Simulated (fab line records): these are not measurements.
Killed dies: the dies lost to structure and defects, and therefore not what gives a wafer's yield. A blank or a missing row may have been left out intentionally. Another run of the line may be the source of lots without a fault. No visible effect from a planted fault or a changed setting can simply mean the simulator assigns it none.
Split-lot experiment	flow n5-finfet	7 lots, 39 wafers read, on a route of 1938 steps

THE SPLIT ITSELF
At N5_PMOS_HMC_CHANNEL_EPI_EPI_20 (deposits SiGe30, target thk 59 nm), the setting temp-c was moved away from the recipe's 600 C on 15 of the 39 wafers read, by -0.8% to +1.0%. All remaining wafers had this setting at the recipe value.

The split's own step is where the reading is taken.

THE READING
SiGe30_of_PMOS_HMC_CHANNEL_EPI_EPI_20.thk-nm (the simulator's own value, which no gauge read), in nm, at N5_PMOS_HMC_CHANNEL_EPI_EPI_20 (deposits SiGe30, target thk 59 nm). No usual value for it is given in the file. Across the 24 wafers here that went through the recipe, the average is 58.85 nm and the standard deviation 0.62 nm.

wafer	tool, chamber at the split	temp-c as run, C	against the recipe	SiGe30_of_PMOS_HMC_CHANNEL_EPI_EPI_20.thk-nm, nm	against lot-mates on the recipe
L074.3	epi-rpcvd-04, 0	600	recipe	60.55	-
L074.4	epi-rpcvd-04, 0	600	recipe	59.71	-
L074.6	epi-rpcvd-04, 0	600	recipe	59.28	-
L077.1	epi-rpcvd-04, 0	595.3	-0.8%	53.03	-4.74
L077.2	epi-rpcvd-04, 0	595.3	-0.8%	53.26	-4.51
L077.3	epi-rpcvd-04, 0	600	recipe	57.52	-
L077.4	epi-rpcvd-04, 0	595.3	-0.8%	52.9	-4.87
L077.5	epi-rpcvd-04, 0	600	recipe	58.01	-
L077.6	epi-rpcvd-04, 0	600	recipe	57.79	-
L078.1	epi-rpcvd-04, 0	600	recipe	59.07	-
L078.2	epi-rpcvd-04, 0	600	recipe	59.17	-
L078.3	epi-rpcvd-04, 0	600	recipe	58.96	-
L078.4	epi-rpcvd-04, 0	600	recipe	58.59	-
L078.5	epi-rpcvd-04, 0	600	recipe	58.72	-
L078.6	epi-rpcvd-04, 0	600	recipe	58.62	-
L082.1	epi-rpcvd-02, 0	600	recipe	58.79	-
L082.2	epi-rpcvd-02, 0	600	recipe	59.55	-
L082.3	epi-rpcvd-02, 0	602.4	+0.4%	62.02	+2.89
L082.4	epi-rpcvd-02, 0	600	recipe	59.04	-
L082.5	epi-rpcvd-02, 0	602.4	+0.4%	62.21	+3.08
L082.6	epi-rpcvd-02, 0	602.4	+0.4%	61.96	+2.83
L084.1	epi-rpcvd-04, 0	600	recipe	59.08	-
L084.2	epi-rpcvd-04, 0	606	+1.0%	65.9	+7.05
L084.3	epi-rpcvd-04, 0	606	+1.0%	65.77	+6.92
L084.4	epi-rpcvd-04, 0	600	recipe	58.63	-
L084.5	epi-rpcvd-04, 0	600	recipe	58.84	-
L084.6	epi-rpcvd-04, 0	606	+1.0%	65.32	+6.47
L093.1	epi-rpcvd-02, 0	600	recipe	59.31	-
L093.2	epi-rpcvd-02, 0	600	recipe	59.01	-
L093.3	epi-rpcvd-02, 0	597.1	-0.5%	56.09	-2.81
L093.4	epi-rpcvd-02, 0	600	recipe	58.39	-
L093.5	epi-rpcvd-02, 0	597.1	-0.5%	55.92	-2.98
L093.6	epi-rpcvd-02, 0	597.1	-0.5%	55.34	-3.56
L094.1	epi-rpcvd-04, 0	600	recipe	58.87	-
L094.2	epi-rpcvd-04, 0	600	recipe	58.34	-
L094.3	epi-rpcvd-04, 0	603	+0.5%	62.52	+3.91
L094.4	epi-rpcvd-04, 0	600	recipe	58.61	-
L094.5	epi-rpcvd-04, 0	603	+0.5%	62.44	+3.83
L094.6	epi-rpcvd-04, 0	603	+0.5%	61.25	+2.64

THE FIT
A straight line over all 39 wafers: SiGe30_of_PMOS_HMC_CHANNEL_EPI_EPI_20.thk-nm changes by +6.97 nm for each +1% of temp-c; r = +0.98; the points scatter about the line by 0.57 nm.
The same after taking each lot's own level away (the mean of its wafers on the recipe; 39 wafers): +6.58 nm for each +1%; r = +0.99; scatter 0.35 nm.
On that fit, the largest move of temp-c shifts the reading by 6.6 nm.
The lots' own levels span 57.773 to 59.847 nm, that is 3.4 times the standard deviation above.
So the lot-to-lot level changes the slope little: the two slopes agree.
Check: +6.6 nm against its lot-mates is what the line predicts for one of the wafers moved furthest among these (+1.0%) when that wafer is left out of the fit. Against them it came out at +7.05 nm.

THE FILE'S OWN FIT
SiGe30_of_PMOS_HMC_CHANNEL_EPI_EPI_20.thk-nm changes by +6.61 nm for each +1% of temp-c, r = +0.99.
